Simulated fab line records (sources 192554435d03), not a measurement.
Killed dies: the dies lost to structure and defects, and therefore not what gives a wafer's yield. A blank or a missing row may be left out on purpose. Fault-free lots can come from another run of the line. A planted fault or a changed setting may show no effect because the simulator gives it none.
Comparing a struck lot with a sound one || flow n5-finfet || 36 steps out of a route of 1938
Sound: these wafers, L866.1, L866.5, L866.6. Struck: wafer L876.4; the same lot's L876.6 was not struck, so it is left out; see the end for the cause.
Order at every step that has rows: each side's tool, ch and its chambers, its first start. Under that, the readings that differ: sound wafers || struck wafers || difference of the means || sigmas: that difference in standard deviations of wafers without a fault.
alike: readings with means less than 2 such deviations apart, plus words and numbers identical on both sides. not compared: withheld readings, readings lacking a value on some wafer, bounds such as >300 that could conceal the same value, and numbers that have no deviation in the record and whose values overlap.
The two part at a step that has a row with sigmas, a row that says differs or no value, or rows on one side only. When numbers do not overlap yet have no deviation, they are printed without sigmas and do not part them. Lack of a reading on every wafer of one side parts them only where that side has two or more wafers.

first, 9 steps without rows for these wafers: N5_MOL_CONTACT_COAG_COAT_02 (resist thk 30 nm); N5_MOL_CONTACT_COAG_EBR_04; N5_MOL_CONTACT_COAG_SOFTBAKE_03 (time 60 s); N5_MOL_CONTACT_COAG_EXPOSE_05 (exposes mask CA, defocus 0 nm); N5_MOL_CONTACT_COAG_PEB_06 (peb time 60 s); N5_MOL_CONTACT_COAG_DEVELOP_07 (develop time 30 s); N5_MOL_CONTACT_COAG_DESCUM_13 (chemistry O2, time 7 s); N5_MOL_CONTACT_COAG_ETCH_59 (etches underlayer in N2/H2, target depth 13 nm, time 10.4 s); N5_MOL_CONTACT_COAG_ETCH_105 (etches SiARC in CF4, target depth 15.6 nm, time 26 s).
N5_MOL_CONTACT_COAG_ETCH_106: etches SOC in N2/H2, target depth 80 nm, overetch 16 nm, time 120 s.
  sound on rie-diel-04 ch 0,1,2, day 7 17:10; struck on rie-diel-04 ch 2, day 10 05:37
{"reading": "oes-product-au (a.u.)", "sound": "0.61 0.65 0.65", "struck": 0.83, "difference": "+0.19", "sigmas": "+2"}
{"reading": "throttle-valve-pct (%)", "sound": "17.66 17.76 17.92", "struck": 17.22, "difference": -0.56, "sigmas": -2}
{"reading": "model.etch.depth-nm (nm)", "sound": "80.01 80.02 80.24", "struck": 77.22, "difference": -2.87, "sigmas": ""}
{"reading": "model.SiARC_of_MOL_CONTACT_COAG_COAT_104.thk-nm (nm)", "sound": "6.4 6.4 6.6", "struck": 7.6, "difference": "+1.1", "sigmas": ""}
{"reading": "model.MOL_CONTACT_COAG.cd-offset-nm (nm)", "sound": "-0.2 -0.4 -0.2", "struck": 0, "difference": "+0", "sigmas": ""}
  alike: drypump-motor-current-A, rf-vpp-V, showerhead-plenum-p-Torr, temp-c
  not compared: rf-hours-counter-h
then, 5 steps without rows for these wafers: N5_MOL_CONTACT_COAG_STRIP_107 (strips in N2/H2); N5_MOL_CONTACT_COAG_STRIP_108 (strips in N2/H2); N5_MOL_CONTACT_COAG_CONTACT_ETCH_14 (etches SiO2 in C4F6/O2, target depth 27.5 nm, overetch 8.5 nm, time 20 s); N5_MOL_CONTACT_COAG_STRIP_109 (strips in C4F6/O2); N5_MOL_CONTACT_COAG_ETCH_15 (etches SiNx in CH3F/O2, stops on Si:P, target depth 7 nm).
N5_MOL_CONTACT_COAG_ETCH_110: etches Si in CF4/O2, target depth 2.5 nm, time 8 s.
  sound on rie-diel-04 ch 0,1,2, day 7 17:22; struck on rie-diel-04 ch 2, day 10 05:49
{"reading": "oes-product-au (a.u.)", "sound": "0.69 0.72 0.72", "struck": 0.96, "difference": "+0.25", "sigmas": "+2"}
{"reading": "throttle-valve-pct (%)", "sound": "10.90 10.87 10.81", "struck": 10.24, "difference": -0.62, "sigmas": -2}
{"reading": "model.MOL_CONTACT_COAG.cd-offset-nm (nm)", "sound": "-0.2 -0.4 -0.2", "struck": 0, "difference": "+0", "sigmas": ""}
  alike: drypump-motor-current-A, rf-vpp-V, showerhead-plenum-p-Torr
  not compared: rf-hours-counter-h
then, 19 steps without rows for these wafers: N5_MOL_CONTACT_COAG_STRIP_98 (strips in N2/H2); N5_MOL_CONTACT_COAG_IMPLANT_129; N5_MOL_CONTACT_COAG_PRECLEAN_111 (cleans in NF3:NH3, afs cycles 1, time 20 s, sublimation time 60 s); N5_MOL_CONTACT_COAG_TI_SIL_19 (material Ti, target thk 4.2 nm, time 15 s); N5_MOL_CONTACT_COAG_ALD_20 (deposits TiN, target thk 1.5 nm, pulse time 1 s, purge time 3 s); N5_MOL_CONTACT_COAG_SIL_ANNEAL_21 (time 60 s); N5_MOL_CONTACT_COAG_PRE_CLEAN_141 (time 60 s); N5_MOL_CONTACT_COAG_SPUTTER_143 (material Co, target thk 2.5 nm); N5_MOL_CONTACT_COAG_CO_FILL_22 (material Co, precursor CCTBA/H2, target thk 20 nm); N5_MOL_CONTACT_COAG_ANNEAL_113 (time 300 s); N5_MOL_CONTACT_COAG_PRE_CLEAN_142 (time 60 s); N5_MOL_CONTACT_COAG_SPUTTER_130 (material Co, target thk 47.5 nm); N5_MOL_CONTACT_COAG_PRECLEAN_125 (cleans in DIW, time 57.5 s); N5_MOL_CONTACT_COAG_SRD_126 (dry time 32 s); N5_MOL_CONTACT_COAG_CMP_23 (polishes, stops on SiO2, t overpolish 1.5 s, target thk 0 nm); N5_MOL_CONTACT_COAG_WET_ETCH_26 (target Co, target depth 13 nm); N5_MOL_CONTACT_COAG_WET_ETCH_116 (etches the open film in SC1-inhibited, target depth 4.6 nm, rinse time 30 s); N5_MOL_CONTACT_COAG_ALD_27 (deposits SiOC, target thk 17 nm, pulse time 1.5 s, time 2720 s); N5_MOL_CONTACT_COAG_CMP_28 (polishes, stops on SiNx, t overpolish 0.85 s, target thk 14.522 nm).
-- here the record skips 10 days between the struck wafers' starts before and after, leaving off in module MOL_CONTACT_COAG and picking up in module PASSIVATION (first step shown: number 1936 of the route) --
N5_PASSIVATION_PROBE_49:
  only the struck wafers here have rows in the record (prober-01, day 19 23:26); the sound ones have none

== WHERE THEY PART ==
Earliest at N5_MOL_CONTACT_COAG_ETCH_106; latest, in this record, at N5_PASSIVATION_PROBE_49.

WHY: whatever the simulator had introduced
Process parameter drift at N5_MOL_CONTACT_COAG_ETCH_106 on rie-diel-04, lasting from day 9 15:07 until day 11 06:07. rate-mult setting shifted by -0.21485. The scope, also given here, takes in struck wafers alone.
